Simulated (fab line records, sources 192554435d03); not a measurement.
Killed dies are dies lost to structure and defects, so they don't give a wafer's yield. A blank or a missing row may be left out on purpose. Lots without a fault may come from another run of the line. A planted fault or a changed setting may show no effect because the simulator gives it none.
One fault seen from 3 desks | flow n5_finfet | each desk has only its own numbers; what lay behind them comes last

THE METROLOGY DESK
What the gauges read, lot by lot, whatever tool the lot ran on: means of the sampled wafers that have a number. A lot is out of limits, marked OUT, if its mean lies more than 4 standard deviations from the usual mean; the brackets give that distance. Of its 10 readings 7 are shown: those that lie furthest out on some lot.
Columns: A = DIBL_P at N5_BEOL_M4_RC_MEAS_101, usual 35.6 mV/V; B = IOFF_N at N5_BEOL_M4_RC_MEAS_101, usual 0.149 nA/um; C = ION_N at N5_BEOL_M4_RC_MEAS_101, usual 671 uA/um; D = ION_P at N5_BEOL_M4_RC_MEAS_101, usual 460 uA/um; E = SS_N at N5_BEOL_M4_RC_MEAS_101, usual 71.4 mV/dec; F = VT_N at N5_BEOL_M4_RC_MEAS_101, usual 251 mV; G = VT_P at N5_BEOL_M4_RC_MEAS_101, usual -251 mV
lot  | first seen here | A    | B     | C   | D   | E    | F   | G
L763 | day 7 22:20     | 35.3 | 0.145 | 669 | 459 | 71.0 | 253 | -250
L764 | day 8 12:00     | 37.0 | 0.149 | 672 | 457 | 71.7 | 255 | -255
L768 | day 9 04:26     | 37.0 | 0.149 | 664 | 452 | 71.6 | 251 | -255
L769 | day 9 13:25     | 35.4 | 0.152 | 673 | 467 | 71.5 | 250 | -248
L774 | day 10 17:42    | 35.8 | 0.152 | 669 | 455 | 71.0 | 249 | -255
L775 | day 11 07:04    | 32.8 | 0.127 | 663 | 458 | 71.0 | 254 | -251
L776 | day 11 14:14    | 36.4 | 0.149 | 669 | 456 | 71.7 | 252 | -251
L778 | day 11 17:46    | 34.7 | 0.133 | 666 | 457 | 71.3 | 252 | -253
L779 | day 12 09:48    | 36.3 | 0.151 | 661 | 455 | 72.3 | 252 | -254
L783 | day 13 00:59    | 35.0 | 0.173 | 678 | 464 | 71.8 | 246 | -249
This desk's finding: nothing out of limits on any of the 10 lots.

THE DEFECT DESK
What the inspections along the route counted, lot by lot: means of the sampled wafers that have a number. A lot is out of limits, marked OUT, if its mean lies more than 4 standard deviations from the usual mean; the brackets give that distance.
Columns: A = raw_defect_count at N5_BEOL_M3_INSPECT_13, usual 416
lot  | first seen here | A
L763 | day 7 03:49     | 428
L764 | day 7 17:32     | 355
L768 | day 8 12:13     | 361
L769 | day 8 15:59     | 373
L774 | day 10 02:36    | 403
L775 | day 10 09:08    | 550
L776 | day 10 09:58    | 1064 (+7.7) OUT
L778 | day 10 21:44    | 1174 (+9.0) OUT
L779 | day 11 13:38    | 417
L783 | day 12 00:04    | 566
This desk's finding: out of limits on L776, L778; first on L776, day 10 09:58 (raw_defect_count at N5_BEOL_M3_INSPECT_13). In limits: L763, L764, L768, L769, L774, L775, L779, L783.

THE TOOL OWNER'S DESK: pvd_sputter-01
The tool's own readings at N5_BEOL_M3_HM_DEP_02 (deposits TiN, target thk 20 nm): means of the sampled wafers that have a number, for each lot that ran on this tool. A lot is out of limits, marked OUT, if its mean lies more than 4 standard deviations from the usual mean; the brackets give that distance.
Columns: A = chamber_pressure_pa at N5_BEOL_M3_HM_DEP_02, usual 0.5000 Pa; B = throttle_valve_pct at N5_BEOL_M3_HM_DEP_02, usual 29.9 %
lot  | first seen here | A      | B
L763 | day 7 03:13     | 0.4997 | 30.3
L769 | day 8 15:31     | 0.5002 | 30.2
L774 | day 10 01:59    | 0.4993 | 29.7
L775 | day 10 08:39    | 0.4994 | 30.9
L776 | day 10 09:29    | 0.5008 | 29.6
L778 | day 10 21:14    | 0.5003 | 30.4
This desk's finding: nothing out of limits on any of the 6 lots.

PUT TOGETHER
The defect desk could have raised an alarm at day 10 09:58, on L776, L778.
The metrology desk saw nothing out of limits.
The tool owner's desk saw nothing out of limits.
The metrology desk has L776, L778 on record, within its limits.
The tool owner's desk has L776, L778 on record, within its limits.
Of the lots named, all ran N5_BEOL_M3_HM_DEP_02 on pvd_sputter-01.

WHAT THE SIMULATOR HAD PUT IN
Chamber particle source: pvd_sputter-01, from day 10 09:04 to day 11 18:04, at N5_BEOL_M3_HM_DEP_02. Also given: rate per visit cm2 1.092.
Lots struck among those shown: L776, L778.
Hours from the fault's start to each desk's first reading out of limits: the defect desk, 1.
